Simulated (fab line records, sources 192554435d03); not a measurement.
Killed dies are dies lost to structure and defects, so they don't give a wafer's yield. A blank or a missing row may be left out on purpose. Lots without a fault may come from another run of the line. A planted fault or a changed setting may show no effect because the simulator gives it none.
Split-lot experiment | flow n5_finfet | 7 lots, 39 wafers read, on a route of 1938 steps

THE SPLIT
At N5_BEOL_M5_HM_DEP_02 (deposits TiN, target thk 20 nm), the setting target_thk_a was moved away from the recipe's 200 angstrom on 18 of the 39 wafers read, by -60.0% to +22.2%. The other wafers ran this setting at the recipe's value.

FROM THE SPLIT TO THE READING: what the file shows between them, 4 steps
- N5_BEOL_M5_COAT_59: time 60 s, resist thk 60 nm
- N5_BEOL_M5_COAT_60: time 60 s, resist thk 12 nm
- N5_BEOL_M5_STRIP_73: strips in N2/H2
- N5_BEOL_M5_STRIP_64: strips in CF4

THE READING
oes_product_au, in a.u., at N5_BEOL_M5_HM_OPEN_17 (chemistry Cl2/BCl3, target TiN, target depth 20 nm, overetch 6 nm). Fault-free wafers of this fab line usually give 0.69 a.u., standard deviation 0.037 a.u..

wafer  | tool, chamber at the split | target_thk_a as run, angstrom | against the recipe | oes_product_au, a.u. | against lot-mates on the recipe
L074.1 | pvd_sputter-03, -          | 200                           | recipe             | 0.78                 | -
L074.2 | pvd_sputter-03, -          | 80.1                          | -60.0%             | 0.47                 | -0.28
L074.3 | pvd_sputter-03, -          | 200                           | recipe             | 0.77                 | -
L074.4 | pvd_sputter-03, -          | 80.1                          | -60.0%             | 0.47                 | -0.28
L074.5 | pvd_sputter-03, -          | 200                           | recipe             | 0.70                 | -
L074.6 | pvd_sputter-03, -          | 80.1                          | -60.0%             | 0.51                 | -0.24
L082.1 | pvd_sputter-03, -          | 244.4                         | +22.2%             | 0.73                 | +0.06
L082.2 | pvd_sputter-03, -          | 244.4                         | +22.2%             | 0.80                 | +0.13
L082.3 | pvd_sputter-03, -          | 200                           | recipe             | 0.65                 | -
L082.4 | pvd_sputter-03, -          | 244.4                         | +22.2%             | 0.80                 | +0.13
L082.5 | pvd_sputter-03, -          | 200                           | recipe             | 0.71                 | -
L082.6 | pvd_sputter-03, -          | 200                           | recipe             | 0.66                 | -
L086.1 | pvd_sputter-02, -          | 145                           | -27.5%             | 0.63                 | -0.09
L086.2 | pvd_sputter-02, -          | 145                           | -27.5%             | 0.58                 | -0.14
L086.3 | pvd_sputter-02, -          | 200                           | recipe             | 0.70                 | -
L086.4 | pvd_sputter-02, -          | 145                           | -27.5%             | 0.64                 | -0.08
L086.5 | pvd_sputter-02, -          | 200                           | recipe             | 0.76                 | -
L086.6 | pvd_sputter-02, -          | 200                           | recipe             | 0.70                 | -
L089.1 | pvd_sputter-01, -          | 118.1                         | -40.9%             | 0.54                 | -0.12
L089.2 | pvd_sputter-01, -          | 200                           | recipe             | 0.64                 | -
L089.3 | pvd_sputter-01, -          | 118.1                         | -40.9%             | 0.53                 | -0.13
L089.4 | pvd_sputter-01, -          | 118.1                         | -40.9%             | 0.49                 | -0.17
L089.5 | pvd_sputter-01, -          | 200                           | recipe             | 0.69                 | -
L089.6 | pvd_sputter-01, -          | 200                           | recipe             | 0.64                 | -
L090.1 | pvd_sputter-01, -          | 200                           | recipe             | 0.69                 | -
L090.2 | pvd_sputter-01, -          | 200                           | recipe             | 0.74                 | -
L090.3 | pvd_sputter-01, -          | 91.83                         | -54.1%             | 0.48                 | -0.23
L090.4 | pvd_sputter-01, -          | 91.83                         | -54.1%             | 0.51                 | -0.20
L090.5 | pvd_sputter-01, -          | 200                           | recipe             | 0.69                 | -
L090.6 | pvd_sputter-01, -          | 91.83                         | -54.1%             | 0.51                 | -0.20
L092.1 | pvd_sputter-02, -          | 136.4                         | -31.8%             | 0.52                 | -0.14
L092.2 | pvd_sputter-02, -          | 136.4                         | -31.8%             | 0.57                 | -0.09
L092.3 | pvd_sputter-02, -          | 200                           | recipe             | 0.69                 | -
L092.4 | pvd_sputter-02, -          | 200                           | recipe             | 0.64                 | -
L092.5 | pvd_sputter-02, -          | 136.4                         | -31.8%             | 0.55                 | -0.11
L092.6 | pvd_sputter-02, -          | 200                           | recipe             | 0.64                 | -
L097.2 | pvd_sputter-01, -          | 200                           | recipe             | 0.63                 | -
L097.3 | pvd_sputter-01, -          | 200                           | recipe             | 0.68                 | -
L097.6 | pvd_sputter-01, -          | 200                           | recipe             | 0.64                 | -

THE FIT
A straight line over all 39 wafers: oes_product_au changes by +0.00362 a.u. for each +1% of target_thk_a; r = +0.92; the points scatter about the line by 0.039 a.u..
The same after taking each lot's own level away (the mean of its wafers on the recipe; 39 wafers): +0.00404 a.u. for each +1%; r = +0.96; scatter 0.029 a.u..
On that fit, the largest move of target_thk_a shifts the reading by 0.24 a.u..
The lots' own levels span 0.650 to 0.750 a.u., that is 2.7 times the standard deviation above.
So the lot-to-lot level changes the slope: the two fits differ.
Check: with one of the wafers moved furthest among these (-60.0%) left out of the fit, the line predicts -0.232 a.u. for it against its lot-mates. It came out at -0.28 a.u. against them.

OTHER SPLITS ON THESE WAFERS
These wafers also went through other splits before the reading. Each is held against what the fit with the lots' levels taken away leaves over:
other split on the same wafers           | wafers away from the commonest value | r with oes_product_au (lot level and that fit taken away)
N5_BEOL_M2_TRENCH_ETCH_37 target_depth_a | 12                                   | +0.00

THE WHOLE CHAIN: every reading that the file lists as answering this split, in the file's order
step                  | what it does                                                      | reading                                                                          | change (the file's fit)                   | r (the file's)
N5_BEOL_M5_HM_DEP_02  | deposits TiN, target thk 20 nm                                    | TiN_of_BEOL_M5_HM_DEP_02.thk_nm (the simulator's own value, which no gauge read) | +0.2 nm for each +1% of the setting       | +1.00
N5_BEOL_M5_HM_OPEN_17 | chemistry Cl2/BCl3, target TiN, target depth 20 nm, overetch 6 nm | oes_product_au                                                                   | +0.00397 a.u. for each +1% of the setting | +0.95
N5_BEOL_M5_HM_OPEN_17 | chemistry Cl2/BCl3, target TiN, target depth 20 nm, overetch 6 nm | etch.depth_nm (the simulator's own value, which no gauge read)                   | +0.201 nm for each +1% of the setting     | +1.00

THE FILE'S OWN FIT
oes_product_au changes by +0.00397 a.u. for each +1% of target_thk_a, r = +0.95.
